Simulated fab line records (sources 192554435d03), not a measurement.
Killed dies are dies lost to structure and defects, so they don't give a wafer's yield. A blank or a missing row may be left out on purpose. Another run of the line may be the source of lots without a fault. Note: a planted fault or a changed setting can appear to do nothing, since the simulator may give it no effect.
Chamber matching || flow n5Finfet || 4 sister chambers for N5_BEOL_M14_STRIP_37 on rieDiel-06
The step strips in O2. 4 wafers are shown with their chamber, then 7 later ones without.

WAFERS, EACH WITH ITS CHAMBER
{"wafer": "L085.5", "chamber": 0, "drypumpMotorCurrentA (A)": 5.8}
{"wafer": "L085.6", "chamber": 3, "drypumpMotorCurrentA (A)": 5.4}
{"wafer": "L086.1", "chamber": 1, "drypumpMotorCurrentA (A)": 5.8}
{"wafer": "L086.3", "chamber": 2, "drypumpMotorCurrentA (A)": 6.8}

WAFERS WHOSE CHAMBER IS MISSING
{"wafer": "L086.4", "drypumpMotorCurrentA (A)": 5.8}
{"wafer": "L088.1", "drypumpMotorCurrentA (A)": 6.9}
{"wafer": "L088.2", "drypumpMotorCurrentA (A)": 5.8}
{"wafer": "L088.3", "drypumpMotorCurrentA (A)": 5.4}
{"wafer": "L096.1", "drypumpMotorCurrentA (A)": 5.4}
{"wafer": "L096.3", "drypumpMotorCurrentA (A)": 5.7}
{"wafer": "L096.5", "drypumpMotorCurrentA (A)": 5.8}

WHICH CHAMBER EACH ONE RAN IN
{"wafer": "L086.4", "from the rows above": "can't be placed: 0 or 1", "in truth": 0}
{"wafer": "L088.1", "from the rows above": 2, "in truth": 2}
{"wafer": "L088.2", "from the rows above": "can't be placed: 0 or 1", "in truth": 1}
{"wafer": "L088.3", "from the rows above": 3, "in truth": 3}
{"wafer": "L096.1", "from the rows above": 3, "in truth": 3}
{"wafer": "L096.3", "from the rows above": "can't be placed: 0 or 1", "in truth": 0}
{"wafer": "L096.5", "from the rows above": "can't be placed: 0 or 1", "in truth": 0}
3 of 7 placed correctly. From these rows, 4 cannot be placed; in 4 the true chamber is one of the candidates. Number placed wrongly: 0.
How it was worked out, from the rows above alone: a wafer's distance from a chamber is the root of the sum, over the readings, of the square of ((its reading less the chamber's mean) divided by the reading's scatter). If the next closest chamber is less than 2 further off than the closest, the wafer can't be placed; otherwise it belongs to the closest. The mean given for a chamber averages the wafers shown for that chamber. The scatter (one wafer shown for each chamber): square how far every hidden wafer sits from the nearest shown wafer, average those squares and take the square root.
